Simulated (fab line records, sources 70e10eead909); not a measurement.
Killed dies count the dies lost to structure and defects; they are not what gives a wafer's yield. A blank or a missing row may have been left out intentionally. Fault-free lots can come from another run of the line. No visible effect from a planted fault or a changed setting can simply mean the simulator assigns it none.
A struck lot beside a sound one	flow nand_harc	25 steps out of a route of 1302
Sound: the wafers L980.3, L980.4, L980.6. Struck: wafer L983.3; the same lot's L983.1 was not struck, so it is left out; see the end for the cause.
Per side, at each step with rows, come the tool, then ch with its chambers, and then its first start. Under that, the readings that differ: sound wafers	struck wafers	difference of the means	sigmas: that difference in standard deviations of wafers without a fault.
alike: readings whose means differ by less than 2 such deviations, and words and numbers that are the same on both sides. not compared: withheld readings, readings that some wafer has no value for, bounds like >300 that may hide the same value, and numbers for which the record gives no deviation and whose values overlap.
Wherever a step has rows on one side only, a row that says differs or no value, or a row with sigmas, the two part there. When numbers do not overlap yet have no deviation, they are printed without sigmas and do not part them. Lack of a reading on every wafer of one side parts them only where that side has two or more wafers.

first, 4 steps without rows for these wafers: NHARC_P_GATE_PRECLEAN_71 (cleans in SC1); NHARC_P_GATE_SRD_72; NHARC_P_GATE_OXIDE_16 (material SiO2, target thk 3 nm, ox time 392 s); NHARC_P_GATE_CVD_17 (deposits poly-Si, target thk 150 nm, time 900 s).
NHARC_P_GATE_HM_DEP_102: deposits aC, target thk 120 nm.
  sound on acl_dep-02 ch 0, day 8 07:55; struck on acl_dep-02 ch 0, day 9 12:56
  alike: throttle_valve_pct
NHARC_P_GATE_DEP_103: deposits SiON, target thk 30 nm.
  sound on pecvd-02 ch 0,1, day 8 08:22; struck on pecvd-04 ch 2, day 9 13:35
  alike: heater_power_w
then, 6 steps without rows for these wafers: NHARC_P_GATE_DEHYDRATE_18 (time 120 s); NHARC_P_GATE_HMDS_19 (time 30 s); NHARC_P_GATE_COAT_20 (resist thk 90 nm); NHARC_P_GATE_SOFTBAKE_21 (time 55 s); NHARC_P_GATE_EBR_22; NHARC_P_GATE_EXPOSE_23 (exposes mask P GATE, target cd 120 nm).
NHARC_P_GATE_PEB_24: peb time 65 s.
  sound on litho_track-01 ch 0, day 8 08:58; struck on litho_track-01 ch 0, day 9 14:13
  alike: resist_line_temp_C
then, 1 step without rows for these wafers: NHARC_P_GATE_DEVELOP_25 (develop time 35 s).
NHARC_P_GATE_CD_MEAS_26 targets a cd of 120 nm.
  sound on cd_sem-01 ch 0, day 8 09:03; struck on cd_sem-03 ch 0, day 9 14:17
reading	sound	struck	difference	sigmas
cd_nm (nm)	119.6 119.0 120.7	112.0	-7.8	-10
NHARC_P_GATE_OVL_MEAS_27:
  sound on overlay-01 at day 8 09:09; struck on overlay-02 at day 9 14:23
reading	sound	struck	difference	sigmas
overlay_x_nm (nm)	-1.1 -1.3 -1.2	0.2	+1.4	+2
  alike: overlay_y_nm
NHARC_P_GATE_INSPECT_28:
  sound on defect_inspect-02 at day 8 09:11; struck on defect_inspect-01 at day 9 14:25
  alike: raw_defect_count
NHARC_P_GATE_DESCUM_31: chemistry O2, time 3 s.
  sound on rie_diel-08 ch 0,1,3, day 8 09:16; struck on rie_diel-08 ch 3, day 9 14:29
reading	sound	struck	difference	sigmas
model.P_GATE.cd_nm (nm)	119.9 119.3 119.5	113	-7	
  alike: drypump_motor_current_A, oes_product_au, rf_vpp_V, showerhead_plenum_p_Torr, throttle_valve_pct
  not compared: rf_hours_counter_h
NHARC_P_GATE_ETCH_104: etches the open film in CF4/CHF3, target depth 60 nm.
  sound on rie_diel-08 ch 0,1,3, day 8 09:22; struck on rie_diel-08 ch 2, day 9 14:34
reading	sound	struck	difference	sigmas
rf_vpp_V (V)	369.5 371.6 367.6	373.7	+4.1	+2
showerhead_plenum_p_Torr (Torr)	1.51 1.61 1.53	1.69	+0.14	+3
  alike: bias_w, drypump_motor_current_A, oes_product_au, throttle_valve_pct
then, 2 steps without rows for these wafers: NHARC_P_GATE_HM_OPEN_105 (chemistry O2/COS, target depth 360 nm); NHARC_P_GATE_STRIP_106 (strips in O2/COS).
NHARC_P_GATE_ETCH_114: etches the open film in CF4/O2, target depth 30 nm, overetch 3 nm, time 16.5 s.
  sound: rie_diel-08 ch 0,1,3; struck: rie_diel-08 ch 1
reading	sound	struck	difference	sigmas
throttle_valve_pct (%)	13.398 13.383 13.386	13.408	+0.019	+2
  alike: bias_w, drypump_motor_current_A, oes_product_au, rf_vpp_V, showerhead_plenum_p_Torr
  not compared: rf_hours_counter_h
NHARC_P_GATE_ETCH_32: etches the open film in HBr/Cl2, target depth 150 nm, time 100.1 s.
  sound on rie_si-06 ch 1,2,3, day 8 09:47; struck on rie_si-04 ch 1, day 9 14:56
reading	sound	struck	difference	sigmas
drypump_motor_current_A (A)	5.9 6.2 5.8	5.2	-0.8	-2
throttle_valve_pct (%)	26.393 26.403 26.404	26.376	-0.024	-2
model.P_GATE.cd_nm (nm)	125.3 121.8 123.1	105.2	-18.2	
  alike: bias_w, oes_product_au
  not compared: rf_hours_counter_h
NHARC_P_GATE_STRIP_108: strips in O2.
  sound on rie_diel-08 ch 0,3, day 8 09:59; struck on rie_diel-06 ch 1, day 9 15:07
reading	sound	struck	difference	sigmas
rf_vpp_V (V)	56.9 58.2 58.2	59.8	+2.0	+2
  alike: drypump_motor_current_A, oes_product_au, showerhead_plenum_p_Torr, throttle_valve_pct
  not compared: rf_hours_counter_h
-- the record jumps here: 20 days lie between the struck wafers' starts before and after (it left off in module P_GATE and takes up again in module END, whose first step shown is number 1302 of the route) --
NHARC_END_SORT_01:
  here the record holds rows for the struck wafers (prober-02 ch 0, day 29 19:38) but none for the sound ones

== WHERE THEY PART ==
Last at NHARC_END_SORT_01 as far as this record goes, first at NHARC_P_GATE_CD_MEAS_26.

WHY: what had been put in by the simulator
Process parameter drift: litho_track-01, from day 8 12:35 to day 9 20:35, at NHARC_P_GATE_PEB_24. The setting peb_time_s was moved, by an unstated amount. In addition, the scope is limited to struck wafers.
